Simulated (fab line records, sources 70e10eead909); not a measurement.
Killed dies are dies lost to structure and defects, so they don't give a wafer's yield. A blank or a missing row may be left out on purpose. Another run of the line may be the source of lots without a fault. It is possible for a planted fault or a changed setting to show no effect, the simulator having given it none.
Comparing a struck lot with a sound one	flow nand-harc	13 steps out of a route of 1302
Sound: the wafers L546.1, L546.3, L546.6. Struck: wafers L544.1, L544.5, L544.6. The cause is named last.
Per side, at each step with rows, come the tool, then ch with its chambers, and then its first start. Under that, the readings that differ: sound wafers	struck wafers	difference of the means	sigmas: that difference in standard deviations of wafers without a fault.
alike: same words and numbers on both sides, and readings whose means sit less than 2 such deviations apart. not compared: any withheld reading, any reading some wafer has no value for, any bound like >300 that may hide the same value, and any number with overlapping values for which the record gives no deviation.
A row with sigmas, a row that says differs or no value, or rows on one side alone: a step with any of these is where the two part. Numbers that don't overlap but have no deviation are shown without sigmas and don't part them. A reading that every wafer of one side lacks parts them only if that side has two wafers or more.

first, 3 steps without rows for these wafers: NHARC_A_STAIRCASE_STRIP_296 (strips in SPM, time 900 s); NHARC_A_STAIRCASE_PRECLEAN_297 (cleans in SC1); NHARC_A_STAIRCASE_SRD_298.
NHARC_A_STAIRCASE_HM_DEP_462: deposits aC, target thk 800 nm.
  sound on acl-dep-02 ch 0, day 24 05:00; struck on acl-dep-03 ch 0, day 22 17:11
  alike: throttle-valve-pct
NHARC_A_STAIRCASE_DEP_301: deposits SiON, target thk 30 nm.
  sound on pecvd-02 ch 0,1,2, day 24 06:55; struck on pecvd-01 ch 0,1,2, day 22 19:04
  alike: heater-power-w
then, 6 steps without rows for these wafers: NHARC_A_STAIRCASE_DEHYDRATE_302 (time 120 s); NHARC_A_STAIRCASE_HMDS_303 (time 30 s); NHARC_A_STAIRCASE_COAT_304; NHARC_A_STAIRCASE_SOFTBAKE_305 (time 170 s); NHARC_A_STAIRCASE_EBR_306; NHARC_A_STAIRCASE_EXPOSE_307 (exposes mask CHOP 50).
NHARC_A_STAIRCASE_PEB_308: peb time 130 s.
  sound on litho-track-07 ch 0, day 24 07:34; struck on litho-track-07, day 22 19:35
  no value came back on the struck wafers for chill-plate-temp-C (C), exhaust-pa (Pa), plate-temp-C (C); on the sound wafers chill-plate-temp-C (C) reads 22.91 23.01 22.86
then, 1 step without rows for these wafers: NHARC_A_STAIRCASE_DEVELOP_309 (time 140 s).

## WHERE THEY PART
Only at NHARC_A_STAIRCASE_PEB_308, within this record.

WHY: the cause the simulator had injected
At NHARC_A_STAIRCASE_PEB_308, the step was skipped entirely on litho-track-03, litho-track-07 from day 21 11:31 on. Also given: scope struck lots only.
